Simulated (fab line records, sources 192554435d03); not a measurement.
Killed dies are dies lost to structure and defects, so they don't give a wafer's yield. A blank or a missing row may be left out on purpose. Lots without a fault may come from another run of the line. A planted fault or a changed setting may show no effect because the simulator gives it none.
fab line records | flow n5_finfet
record lots=3 wafers=9 last_day=17
route steps=1938 shown BEOL_M4@1099 BEOL_M5@1112 BEOL_M15@1800 PASSIVATION@1936
lots that met no fault: from a run of the same line without faults
start_h: hours from the record's first day to the start of the lot's first wafer shown | wait_h: hours since the lot's step before | " the same as in the row above | L1.1+2: a row that stands for several wafers | - no value, or no start given | * or withheld: withheld | < > ~ a bound
route shown NAME@n: a module of which the file shows steps, and the number in the route of the first | usual: mean/standard deviation of fault-free wafers | same: alike in all rows | chamber/n: place in a boat | sites: the reading at each site | _std_site: their standard deviation | _edge_site: outer sites' mean less inner sites' | radius_mm: how far each site lies from the wafer's centre | mask NAME#n: copy n | behind: the tool/chamber that last shaped the wafer | hold: why the lot was held/for how many hours/how that ended | device: the transistor (n, p or np) that didn't switch | end of line: the same wafers' tests at the end of the route | a step without rows: its recipe alone | killed: dies lost to structure and defects at the first sort, not the wafer's yield | map: a wafer's dies, x killed, . not, _ none there
set.NAME: the setting as run; set.NAME@STEP: as run at that earlier step | model.NAME: the simulator's own value behind a step, which no gauge read
lots at some steps of the route; a table a step, a row a wafer
services: from which hour (start_h, from the record's first day; less than 0 if before it) a tool's chamber was out of use, for how many hours, and why
## steps
# step N5_BEOL_M4_ANNEAL_95
# recipe temp_c=400 time_s=240 ambient=vacuum
# step N5_BEOL_M4_SPUTTER_96
# recipe material=Cu target_thk_a=45 temp_c=-20 chamber_pressure_pa=0.07 power_w=withheld time_s=8.29
# step N5_BEOL_M4_ECD_50
# recipe material=Cu target_thk_a=3000
# step N5_BEOL_M4_ANNEAL_51
# recipe temp_c=225 time_s=90 ambient=N2
# step N5_BEOL_M4_CMP_52
# recipe stop_on=SiOC t_overpolish_s=6.8 down_force_psi=1 platen_rpm=50 clearing_platen_down_force_psi=1.5 clearing_platen_rpm=50 post_cmp_clean=cu_alkaline target_thk_nm=40 clearing_platen_pad_velocity_m_s=0.99484 pad_velocity_m_s=0.99484
# step N5_BEOL_M4_PRE_CLEAN_60
# recipe gas=NH3/H2 time_s=15 temp_c=* rf_power_w=300
# step N5_BEOL_M4_CO_CAP_55
# recipe material=Co target_thk_a=20 temp_c=200 precursor=CCTBA/H2 pressure_torr=30 time_s=102.1
# step N5_BEOL_M4_PRE_CLEAN_56
# recipe gas=NH3 time_s=15 temp_c=withheld rf_power_w=300
# step N5_BEOL_M4_DEP_57
# recipe material=SiCN target_thk_a=80 temp_c=withheld precursor=3MS/NH3 pressure_torr=3 rf_w=202 time_s=14
# step N5_BEOL_M4_RC_MEAS_101
# usual DIBL_N=35.9/1.7 DIBL_P=36.0/2.2 IOFF_N=0.16/0.031 IOFF_P=0.21/0.039 ION_N=678/13 ION_P=464/8.8 SS_N=71.5/0.61 SS_P=73.2/0.68 VT_N=249/3.3 VT_P=-250/3.8
# columns lot.wafer tool chamber start_h wait_h DIBL_N[mV/V] DIBL_P[mV/V] IOFF_N[nA/um] IOFF_P[nA/um] ION_N[uA/um] ION_P[uA/um] SS_N[mV/dec] SS_P[mV/dec] VT_N[mV] VT_P[mV]
L677.1 prober-01 0 208.82 0.0 35.2 35.1 0.15 0.19 688 466 71.5 72.8 249 -250
L677.4 " 0 " " 37.4 38.4 0.20 0.24 703 474 72.4 73.5 248 -250
L677.6 " 0 " " 37.1 37.5 0.19 0.23 701 474 71.7 73.7 245 -250
L688.4 prober-01 0 272.47 0.5 34.7 34.0 0.14 0.18 667 453 70.7 73.8 251 -252
L688.5 " 0 " " 35.6 34.1 0.14 0.18 670 462 70.9 73.1 251 -253
L688.6 " 0 " " 34.0 32.4 0.12 0.16 662 450 70.1 72.2 252 -255
L690.2 prober-02 0 285.22 0.2 37.5 37.9 0.17 0.22 680 468 71.4 73.1 248 -250
L690.3 " 0 " " 36.1 36.5 0.17 0.19 687 471 70.9 73.0 250 -253
L690.4 " 0 " " 36.1 35.8 0.15 0.18 672 460 72.1 73.7 250 -254
# step N5_BEOL_M5_ILD_DEP_00
# recipe material=SiCOH_lowk target_thk_a=1406.4 temp_c=300 precursor=DEMS/porogen pressure_torr=5 rf_w=500 time_s=25.9
# step N5_BEOL_M5_CURE_79
# recipe temp_c=385 time_s=240 ambient=He/Ar material=SiCOH_lowk
# step N5_BEOL_M5_PECVD_70
# recipe material=SiO2 target_thk_a=160 temp_c=400 precursor=TEOS/O2 pressure_torr=5.5 rf_w=450 teos_flow_sccm=53.8 gas=O2 flow_sccm=3000 time_s=18
# step N5_BEOL_M5_HM_DEP_02
# recipe material=TiN target_thk_a=200 temp_c=25 chamber_pressure_pa=0.49996
# step N5_BEOL_M5_COAT_59
# recipe resist=SOC temp_c=250 time_s=60 spin_rpm=1500 resist_thk_nm=60
# step N5_BEOL_M5_COAT_60
# recipe resist=SiARC temp_c=220 time_s=60 spin_rpm=1500 resist_thk_nm=12
# step N5_BEOL_M5_COAT_71
# recipe resist=underlayer temp_c=205 time_s=60 spin_rpm=1500 resist_thk_nm=5
# step N5_BEOL_M5_COAT_05
# recipe resist=CAR-EUV spin_rpm=1500 resist_thk_nm=30
# step N5_BEOL_M5_EBR_07
# recipe solvent=PGMEA ebr_width_mm=1.5
# step N5_BEOL_M5_SOFTBAKE_06
# recipe temp_c=110 time_s=60 resist=CAR-EUV
# step N5_BEOL_M5_EXPOSE_08
# recipe mask_id=M5 na=0.33 source_shape=annular sigma_inner=0.4 sigma_outer=0.8 polarization=unpolarized target_cd_nm=28 dose_mj=35.75
# step N5_BEOL_M5_PEB_09
# recipe peb_temp_c=100 peb_time_s=60 resist=CAR-EUV
# step N5_BEOL_M5_DEVELOP_10
# recipe develop_time_s=30 developer=TMAH resist=CAR-EUV rinse_liquid=surfactant_rinse dry=air_spin dev_temp_c=23
# step N5_BEOL_M5_DESCUM_16
# recipe chemistry=O2 time_s=7 source_power_w=50 bias_power_w=20 pressure_mtorr=20 rf_frequency_hz=2.712e+07 temp_c=40 resist=CAR-EUV o2_flow_sccm=225
# step N5_BEOL_M5_ETCH_72
# recipe chemistry=N2/H2 target=underlayer target_depth_a=65 mask_material=CAR-EUV time_s=5.2 ion_energy_ev=200 pressure_mtorr=30 source_w=840 bias_w=150 n2_flow_sccm=200 h2_flow_sccm=200 ends=cleared
# step N5_BEOL_M5_ETCH_61
# recipe chemistry=CF4 target=SiARC target_depth_a=156 mask_material=CAR-EUV time_s=26 ion_energy_ev=80 pressure_mtorr=40 source_w=545 bias_w=36 Ar_flow_sccm=100 cf4_flow_sccm=100 ends=cleared
# step N5_BEOL_M5_ETCH_62
# recipe chemistry=N2/H2 target=SOC target_depth_a=750 overetch_a=150 mask_material=SiARC temp_c=40 time_s=112.5 ion_energy_ev=200 pressure_mtorr=30 source_w=840 bias_w=150 n2_flow_sccm=200 h2_flow_sccm=200
# step N5_BEOL_M5_STRIP_63
# recipe chemistry=N2/H2 temp_c=40 n2_flow_sccm=200 h2_flow_sccm=200 rf_frequency_hz=6e+07
# step N5_BEOL_M5_STRIP_73
# recipe chemistry=N2/H2 temp_c=40 n2_flow_sccm=200 h2_flow_sccm=200 rf_frequency_hz=6e+07
# step N5_BEOL_M5_STRIP_64
# recipe chemistry=CF4 resist=SiARC power_w=300 bias_power_w=75 pressure_mtorr=50 cf4_flow_sccm=150 rf_frequency_hz=6e+07
# step N5_BEOL_M5_HM_OPEN_17
# recipe chemistry=Cl2/BCl3 target_depth_a=200 overetch_a=60 target=TiN mask_material=SOC ion_energy_ev=150 pressure_mtorr=10 icp_w=1000 bias_w=126 Cl2_flow_sccm=53.25 bcl3_flow_sccm=21.75 Ar_flow_sccm=25
# step N5_BEOL_M5_STRIP_19
# recipe chemistry=O2 power_w=400 temp_c=40 pressure_mtorr=30 rf_frequency_hz=6e+07 bias_power_w=0 overash_fraction=0.2 o2_flow_sccm=225
# step N5_BEOL_M5_COAT_65
# recipe resist=SOC temp_c=250 time_s=60 spin_rpm=1500 resist_thk_nm=60
# step N5_BEOL_M5_COAT_66
# recipe resist=SiARC temp_c=220 time_s=60 spin_rpm=1500 resist_thk_nm=12
# step N5_BEOL_M15_EXPOSE_25
# recipe mask_id=M15 na=0.8 source_shape=annular sigma_inner=0.5 sigma_outer=0.8 polarization=unpolarized target_cd_nm=400 dose_mj=35.5
# usual exposure_dose_mJ_cm2=35.49/0.034
# columns lot.wafer tool chamber start_h wait_h mask exposure_dose_mJ_cm2
L677.1 krf_scanner-01 0 294.44 - M15#0 35.51
L677.4 " 0 " " M15#0 35.56
L677.6 " 0 " " M15#0 35.56
L688.4 krf_scanner-01 0 377.43 - M15#0 32.93
L688.5 " 0 " " M15#0 32.91
L688.6 " 0 " " M15#0 32.90
L690.2 krf_scanner-02 0 378.16 - M15#0 35.57
L690.3 " 0 " " M15#0 35.54
L690.4 " 0 " " M15#0 35.52
# step N5_BEOL_M15_CD_MEAS_28
# recipe target_cd_nm=407.6 landing_energy_ev=500 detector=se_inlens
# usual cd_nm=407.2/2.4
# columns lot.wafer tool chamber start_h wait_h cd_nm
L677.1 cd_sem-02 0 294.61 - 410.2
L677.4 " 0 " " 411.2
L677.6 " 0 " " 410.1
L688.4 cd_sem-03 0 377.59 - 478.0
L688.5 " 0 " " 468.8
L688.6 " 0 " " 465.4
L690.2 cd_sem-01 0 378.33 - 402.7
L690.3 " 0 " " 404.1
L690.4 " 0 " " 404.2
# step N5_BEOL_M15_DESCUM_33
# recipe chemistry=O2 time_s=7.9 source_power_w=50 bias_power_w=20 pressure_mtorr=20 rf_frequency_hz=2.712e+07 temp_c=40 o2_flow_sccm=225
# usual drypump_motor_current_A=5.8/0.58 oes_product_au=0.80/0.09 rf_vpp_V=243.2/1.3 showerhead_plenum_p_Torr=2.10/0.068 throttle_valve_pct=20.44/0.28
# columns lot.wafer tool chamber start_h wait_h drypump_motor_current_A oes_product_au rf_hours_counter_h rf_vpp_V showerhead_plenum_p_Torr throttle_valve_pct model.BEOL_M15.cd_nm
L677.1 rie_diel-03 2 294.70 0.0 5.5 0.96 5 245.4 2.25 20.32 409.8
L677.4 " 3 " " 6.2 0.69 - 243.4 2.16 20.51 410.8
L677.6 " 0 " " 5.0 0.81 - 243.6 2.11 20.05 410
L688.4 rie_diel-04 3 377.82 0.2 6.6 0.67 248 240.3 1.99 20.92 478.4
L688.5 " 2 " " 5.7 0.81 - 243.5 2.14 20.72 468.6
L688.6 " 3 " " 6.6 0.67 - 241.7 1.99 20.92 465.2
L690.2 rie_diel-03 2 378.42 0.0 5.5 0.88 34 244.7 2.24 20.37 402.8
L690.3 " 1 " " 5.3 0.72 217 242.9 2.05 20.22 404
L690.4 " 0 " " 5.0 0.78 133 242.3 2.10 20.11 403.8
# step N5_BEOL_M15_ETCH_38
# recipe chemistry=CF4/N2 target=SiCN target_depth_a=1064 taper_deg=2 time_s=120.5 ion_energy_ev=150 mask_material=SiO2 pressure_mtorr=40 source_w=430 bias_w=70 Ar_flow_sccm=100 cf4_flow_sccm=60 n2_flow_sccm=60
# usual drypump_motor_current_A=5.6/0.58 oes_product_au=0.82/0.089 rf_vpp_V=382.4/1.7 showerhead_plenum_p_Torr=2.22/0.067 throttle_valve_pct=15.35/0.22
# columns lot.wafer tool chamber start_h wait_h drypump_motor_current_A oes_product_au rf_hours_counter_h rf_vpp_V showerhead_plenum_p_Torr throttle_valve_pct model.BEOL_M15.cd_nm
L677.1 rie_diel-03 3 - - 6.2 0.69 241 383.2 2.27 15.57 401.2
L677.4 " 0 " " 5.0 0.81 - 383.7 2.22 15.07 403
L677.6 " 2 " " 5.5 0.94 - 385.9 2.35 15.20 402.8
L688.4 rie_diel-03 1 - - 5.3 0.72 217 381.0 2.19 15.41 470.2
L688.5 " 3 " " 6.2 0.95 - 384.4 2.26 15.12 460
L688.6 " 0 " " 5.0 0.78 - 381.9 2.21 15.14 456.8
L690.2 rie_diel-03 1 - - 5.3 0.72 217 381.0 2.19 15.41 393
L690.3 " 0 " " 5.0 0.77 134 380.7 2.21 15.11 396.6
L690.4 " 2 " " 5.5 0.86 35 386.2 2.34 15.25 394.6
# step N5_PASSIVATION_PROBE_49
# usual defect_limited_yield=90.9/1.5 killed_at_M0_to_M3=36/10 killed_at_M4_up=13/5.5 killed_at_contacts=12/5.6 killed_at_front_end=42/12 killed_at_other=4/3.2 killed_dies=108/18 killed_open=71/13 killed_short=34/7.8 sort_bin_5_function=5.4/1 sort_bin_6_memory=3.4/0.68 sort_n_pass=1072/18 sort_yield_pct=90.9/1.5
# same gross_dies=1180 killed_at_back_side=0 sort_bin_4_leakage[%]=0 sort_bin_8_speed[%]=0
# columns lot.wafer tool chamber start_h wait_h defect_limited_yield[%] killed_at_M0_to_M3 killed_at_M4_up killed_at_contacts killed_at_front_end killed_at_other killed_dies killed_open killed_short sort_bin_5_function[%] sort_bin_6_memory[%] sort_n_pass sort_yield_pct[%]
L688.4 prober-01 - 401.05 0.2 45.2 47 557 6 37 0 647 69 28 5.1 3.0 533 45.2
L688.5 prober-01 - 401.10 0.2 70.3 29 252 9 59 2 351 85 30 6.1 3.4 829 70.3
L688.6 prober-01 - 401.15 0.3 74.4 35 193 16 46 12 302 81 45 6.7 3.7 878 74.4
# killed by level:class
L688.4 BEOL_M15:area_expose=546 BEOL_M3:geometric_particle:open=15 BEOL_M2:geometric_particle:open=9 STI_FIN_REVEAL:geometric_particle:open=8 BEOL_M0_SAQP:geometric_particle:open=7 DUMMY_GATE:geometric_particle:open=6 FIN_SAQP:geometric_particle:open=5 BEOL_M0_SAQP:geometric_particle:short=5
L688.5 BEOL_M15:area_expose=235 STI_FIN_REVEAL:geometric_particle:open=30 BEOL_M0_SAQP:geometric_particle:short=8 FIN_SAQP:geometric_particle:short=7 MOL_CONTACT_COAG:geometric_particle:open=7 BEOL_M4:geometric_particle:open=7 BEOL_M0_SAQP:geometric_particle:open=6 BEOL_M2:geometric_particle:open=5
L688.6 BEOL_M15:area_expose=174 MOL_CONTACT_COAG:geometric_particle:open=14 STI_FIN_REVEAL:geometric_particle:open=12 FIN_SAQP:geometric_particle:short=11 BEOL_M3:geometric_particle:open=10 FIN_SAQP:geometric_particle:open=7 STI_FIN_REVEAL:geometric_particle:short=6 BEOL_M2:geometric_particle:open=6
# map L688.4 (x killed, . not)
_________________..x.x.......________________
______________.................x_____________
___________.........x..x.x.........__________
__________....x.xx..xx....x.x..x...._________
________..xx...x..x.xxx.xx....x......x_______
_______..x.....x...xx.xxxx.xx.x..x.x..x______
______x.x...x..x..x...x..xxxxxxxxx....x._____
_____.x......x..xxxxx.xxxxxx..xx.x.xx.x.x____
____x..xx.....xx..x.xxx..xxxxx.x..xxx.x...___
___......xxxxxx.x.x.xxxxxxxxxxxxxxxxx.xx...__
___......xxxx.x.xxxxxxxxxxxxxxx.xxx.xx.x...__
__x.....xx.xxxxxx.xxxxx.xxxxxxxxxxx.x..x...._
__.....x.xxx..xxxxxxxx.xxxxxxxxxxxx.xxx.x..._
_....xxxxxxx....xxxxxxxxxx..xxxxxx.x...x.xx..
_..x.x.xxxxxxxxxxxxxxxxxxxxx.xxxxxxxx.x..x...
_.....x..xxxx.xxxxxxxxxxxxxxx.xxxxx.x.xx...x.
_..xx.xxxxxxxx.xxxxxxxxxxxxx.xxxxxx...xx.....
_...x.x..xxxxxx.xxxxxxxxxxxxxxxxxxxxx.x.x.x..
_.....x.xx..xx.xxxx.xxxxxxxxxxxxxxxxxxx.x....
_x...x.xx.xxx..xxxxxxxxxxxxxx.xxxxxxxx.xx.x..
_....xx..x.xxxxxxx.xxxxxxxxxxxxxxxxx...xx....
__.....x.xx.xxxxxxxx.xxxxxxxxxxxx.xxx...x.x._
__.x....xx.x.xx.xxxxxxx.xxxxxxxxxx..x.x....._
___...x..xxx..xxxxxxxxxxxxxxxxxxx.x.xx.x..x__
___.x....x.xx.x.xxxxxxxxxxxxxxx.xx.x...x...__
____.x..x...x..xxxxxxxxx.xx.xxxxx.x.x...x.___
_____.xxx.xxxxxx.x.x.xx.x.x.x.xx.....x...____
______...xxx..x.xxx...x.x....x.xxxxx...._____
_______.x.x..xxx....x..xxx...x.........______
________.....xx...x.x..xxxx.x.x.x....._______
__________..xx.x..xx..xx..xx........_________
___________.....x..x.x..x.x..xx...x__________
______________.......x....x..x.._____________
_________________........x...________________
# map L677.1 (x killed, . not)
_________________..........x.________________
______________xx.........x..x..._____________
___________....x...............x...__________
__________x..x...............x......_________
________....x.....x......x............_______
_______...x..........x..x....x..x......______
______.............x......x...........x._____
_____...................x....x...........____
____....x..x....xx.................x......___
___...................................x....__
___.......x..x....................x........__
__x..x.x.....x.......x.....xx.......x......._
__...x..........x......x....xxx............._
_.x..................x.x.....................
_............xx....x......x.x.......x........
_.........x...x...x......x......x............
_x...x.x........x................x......x....
_.xx.......xx...x..............x.............
_.........x....x.........x...................
_............x...............x.......x..x....
_.............x...........x..................
__....................x.........x.......x..._
__..x...x..x.....xx..........x...x.........._
___.x.......x..........x...................__
___x..x.......xx..x.....x..................__
____....x...........x....................x___
_____.............x.......x........xx....____
______..................xx......x...x..._____
_______..........x....x...........x....______
________..........x.x................._______
__________...x...x............x....x_________
___________.x......................__________
______________.................._____________
_________________......x...x.________________
## services
# columns tool chamber start_h hours kind
rie_diel-04 2 273.35 7.5 repair
krf_scanner-01 0 277.31 - calibration
krf_scanner-02 - 296.33 0.3 repair
krf_scanner-01 - 302.26 1.1 repair
krf_scanner-01 - 304.88 4.0 pm
krf_scanner-01 - 310.23 1.3 pm
krf_scanner-01 - 313.35 4.1 repair
krf_scanner-02 0 316.48 - calibration
rie_diel-03 3 316.84 - clean
rie_diel-03 3 316.84 - consumable_replace:focus_ring
rie_diel-03 3 316.84 13.1 scheduled_down
rie_diel-03 3 316.84 13.1 vent_cycle
rie_diel-04 1 328.93 6.7 repair
krf_scanner-02 - 360.18 0.8 pm
## key
first_sign step=N5_BEOL_M15_EXPOSE_25 reading=exposure_dose_mJ_cm2 direction=down sigmas=75 usual=35.49 struck=32.91
effect step=N5_BEOL_M15_CD_MEAS_28 reading=cd_nm direction=up sigmas=26 usual=407.2 struck=470.7 through=control_loop
effect step=N5_PASSIVATION_PROBE_49 reading=killed_at_M4_up direction=up sigmas=59 usual=13 struck=334
model_effect step=N5_BEOL_M15_DESCUM_33 value=BEOL_M15.cd_nm without=410.4 struck=470.7
model_effect step=N5_BEOL_M15_ETCH_38 value=BEOL_M15.cd_nm without=402.1 struck=462.3
more_kills_born_at N5_BEOL_M15_EXPOSE_25@krf_scanner-01=955
met_at N5_BEOL_M15_EXPOSE_25
struck_wafers L688.4,L688.5,L688.6
loop_trim step=N5_BEOL_M15_EXPOSE_25 setting=dose lots=L688
onset_between 294.44 377.43
fault kind=process_parameter_drift tool=krf_scanner-01 chamber=- onset_h=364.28 steps=N5_BEOL_M15_EXPOSE_25 channel=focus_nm offset=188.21 spread_by_wafer=0.3 shape=step end_h=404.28
# loop_trim: a control loop set the setting to another value than it would have without faults
